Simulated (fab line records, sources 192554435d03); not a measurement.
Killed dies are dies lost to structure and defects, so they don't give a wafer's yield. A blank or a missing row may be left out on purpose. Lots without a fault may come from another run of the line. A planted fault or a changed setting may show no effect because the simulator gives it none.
Chamber matching | flow n5_finfet | N5_BEOL_M12_DESCUM_33 on rie_diel-01: 4 sister chambers
The step chemistry O2, time 7.9 s. 14 wafers are shown with their chamber, then 7 later ones without.

WAFERS WITH THEIR CHAMBER
wafer  | chamber | showerhead_plenum_p_Torr (Torr) | throttle_valve_pct (%) | oes_product_au (a.u.)
L074.2 | 0       | 2.11                            | 20.56                  | 0.75
L074.3 | 3       | 2.08                            | 20.45                  | 0.79
L074.4 | 1       | 2.07                            | 21.23                  | 0.67
L081.1 | 3       | 2.08                            | 20.47                  | 0.77
L081.3 | 0       | 2.10                            | 20.55                  | 0.74
L081.6 | 0       | 2.10                            | 20.55                  | 0.74
L082.1 | 2       | 2.15                            | 20.44                  | 0.72
L082.3 | 3       | 2.08                            | 20.48                  | 0.76
L082.4 | 3       | 2.08                            | 20.47                  | 0.76
L085.2 | 0       | 2.10                            | 20.57                  | 0.73
L085.4 | 0       | 2.10                            | 20.56                  | 0.74
L085.5 | 2       | 2.15                            | 20.45                  | 0.72
L089.1 | 1       | 2.07                            | 20.80                  | 0.96
L089.2 | 0       | 2.10                            | 20.58                  | 0.72

SIGNATURES (means of the wafers above)
reading                  | chamber 0 | chamber 1 | chamber 2 | chamber 3 | scatter within a chamber
showerhead_plenum_p_Torr | 2.1017    | 2.0700    | 2.1500    | 2.0800    | 0.00289
throttle_valve_pct       | 20.5617   | 21.0150   | 20.4450   | 20.4675   | 0.0968
oes_product_au           | 0.7367    | 0.8150    | 0.7200    | 0.7700    | 0.0657
Rule: a wafer's distance from a chamber is the root of the sum, over the readings, of the square of ((its reading less the chamber's mean) divided by the reading's scatter). The wafer belongs to the nearest chamber; if the next one is less than 2 further off, it can't be placed. The scatter: the root of (the sum of the squares of (reading less its chamber's mean) over the shown wafers, divided by (wafers less chambers)).

WAFERS WITHOUT THEIR CHAMBER
wafer  | showerhead_plenum_p_Torr (Torr) | throttle_valve_pct (%) | oes_product_au (a.u.)
L089.3 | 2.07                            | 20.50                  | 0.76
L090.1 | 2.07                            | 20.50                  | 0.75
L090.3 | 2.07                            | 20.81                  | 0.94
L090.5 | 2.07                            | 20.51                  | 0.75
L095.2 | 2.15                            | 20.46                  | 0.71
L095.5 | 2.07                            | 20.52                  | 0.75
L095.6 | 2.15                            | 20.46                  | 0.71

WHICH CHAMBER EACH WENT THROUGH
wafer  | from the rows above     | in truth
L089.3 | can't be placed: 3 or 1 | 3
L090.1 | can't be placed: 3 or 1 | 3
L090.3 | 1                       | 1
L090.5 | can't be placed: 3 or 1 | 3
L095.2 | 2                       | 2
L095.5 | can't be placed: 3 or 1 | 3
L095.6 | 2                       | 2
Placed correctly: 3 of 7. Can't be placed from these rows: 4 (the true chamber is among the candidates in 4). Placed wrongly: 0.
